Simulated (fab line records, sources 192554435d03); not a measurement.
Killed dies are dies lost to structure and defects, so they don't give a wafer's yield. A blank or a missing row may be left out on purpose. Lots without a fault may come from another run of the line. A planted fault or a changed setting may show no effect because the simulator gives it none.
A struck lot beside a sound one | flow n5_finfet | 14 steps out of a route of 1938
Sound: wafers L868.2, L868.3, L868.6. Struck: wafer L883.1. (L883.4 of the same lot was not struck and is left out.) The cause comes at the end.
At each step with rows: each side's tool, then ch and its chambers, then its first start. Under that, the readings that differ: sound wafers | struck wafers | difference of the means | sigmas: that difference in standard deviations of wafers without a fault.
alike: readings whose means differ by less than 2 such deviations, and words and numbers that are the same on both sides. not compared: withheld readings, readings that some wafer has no value for, bounds like >300 that may hide the same value, and numbers for which the record gives no deviation and whose values overlap.
The two part at a step that has a row with sigmas, a row that says differs or no value, or rows on one side only. Numbers that don't overlap but have no deviation are shown without sigmas and don't part them. A reading that every wafer of one side lacks parts them only if that side has two wafers or more.

N5_HKMG_FIN_CMP_94: polishes, stops on SiNx, t overpolish 4.7 s, target thk 43.299 nm.
  sound on cmp-01 ch 0,1,2, day 5 00:15; struck on cmp-02 ch 0, day 8 13:08
  alike: motor_current_A, platen_rpm
N5_HKMG_FIN_INSPECT_28: inspects for defects (darkfield).
  sound on defect_inspect-01, day 5 00:27; struck on defect_inspect-02, day 8 13:20
  reading          | sound    | struck | difference | sigmas
  raw_defect_count | 19 18 36 | 63     | +39        | +2
N5_GATE_CUT_ETCHBACK_00: etches W in SF6/Cl2.
  sound on rie_metal-01 ch 0, day 5 00:29; struck on rie_metal-03 ch 0, day 8 13:22
  reading                | sound             | struck | difference | sigmas
  throttle_valve_pct (%) | 27.46 27.45 27.45 | 27.71  | +0.26      | +2
  alike: drypump_motor_current_A, oes_product_au
  not compared: rf_hours_counter_h
then, 1 step without rows for these wafers: N5_GATE_CUT_ETCH_56 (etches TiN in Cl2/Ar, target depth 21.6 nm).
N5_GATE_CUT_ETCHBACK_30: etches TiN in Cl2/Ar, target depth 3 nm.
  sound on rie_metal-01 ch 0, day 5 00:41; struck on rie_metal-03 ch 0, day 8 13:34
  alike: drypump_motor_current_A, oes_product_au, throttle_valve_pct
  not compared: rf_hours_counter_h
N5_GATE_CUT_VAPOR_ETCH_60: etches HfO2 in BCl3/Cl2.
  sound on rie_metal-01 ch 0, day 5 00:43; struck on rie_metal-03 ch 0, day 8 13:36
  alike: drypump_motor_current_A, oes_product_au
then, 1 step without rows for these wafers: N5_GATE_CUT_ETCH_58 (etches SiNx in CH3F/O2, target depth 17 nm, time 128.6 s).
N5_GATE_CUT_STRIP_59: strips in N2/H2, time 20 s.
  sound on rie_diel-04 ch 2,3, day 5 00:53; struck on rie_diel-04 ch 1, day 8 13:46
  alike: drypump_motor_current_A, h2_flow_sccm, oes_product_au, rf_vpp_V, showerhead_plenum_p_Torr, throttle_valve_pct
  not compared: rf_hours_counter_h
then, 3 steps without rows for these wafers: N5_GATE_CUT_PRECLEAN_31 (cleans in DIW, time 300 s); N5_GATE_CUT_SRD_32 (time 30 s); N5_GATE_CUT_SAC_CAP_01 (material SiNx, target thk 24 nm, pulse time 1 s, ald cycles 480).
N5_GATE_CUT_PECVD_57: deposits SiNx from SiH4/NH3/N2, target thk 21 nm.
  sound on pecvd-03 ch 0,1,2, day 5 03:17; struck on pecvd-04 ch 0, day 8 16:18
  reading                                     | sound        | struck | difference | sigmas
  model.SiNx_of_GATE_CUT_PECVD_57.thk_nm (nm) | 21.2 21 21.2 | 27.8   | +6.7       |
  alike: heater_power_outer_w, heater_power_w, showerhead_plenum_p_Torr, throttle_valve_pct
N5_GATE_CUT_CMP_02: polishes, stops on SiO2, t overpolish 12.7 s, target thk 0 nm.
  sound on cmp-04 ch 1,2, day 5 03:22; struck on cmp-01 ch 2, day 8 16:28
  reading                | sound          | struck | difference | sigmas
  motor_current_A (A)    | 8.1 11.4 12.0  | 8.1    | -2.4       | -2
  time_to_endpoint_s (s) | 22.9 24.9 25.9 | 34.0   | +9.4       | +4
  alike: platen_rpm
-- the record jumps here: 10 days lie between the struck wafers' starts before and after (it left off in module GATE_CUT and takes up again in module PASSIVATION, whose first step shown is number 1936 of the route) --
N5_PASSIVATION_PROBE_49:
  the record has rows for the struck wafers here (prober-01, day 18 08:41) and none for the sound ones

WHERE THEY PART
First at N5_HKMG_FIN_INSPECT_28; last, within this record, at N5_PASSIVATION_PROBE_49.

WHY: what the simulator had put in
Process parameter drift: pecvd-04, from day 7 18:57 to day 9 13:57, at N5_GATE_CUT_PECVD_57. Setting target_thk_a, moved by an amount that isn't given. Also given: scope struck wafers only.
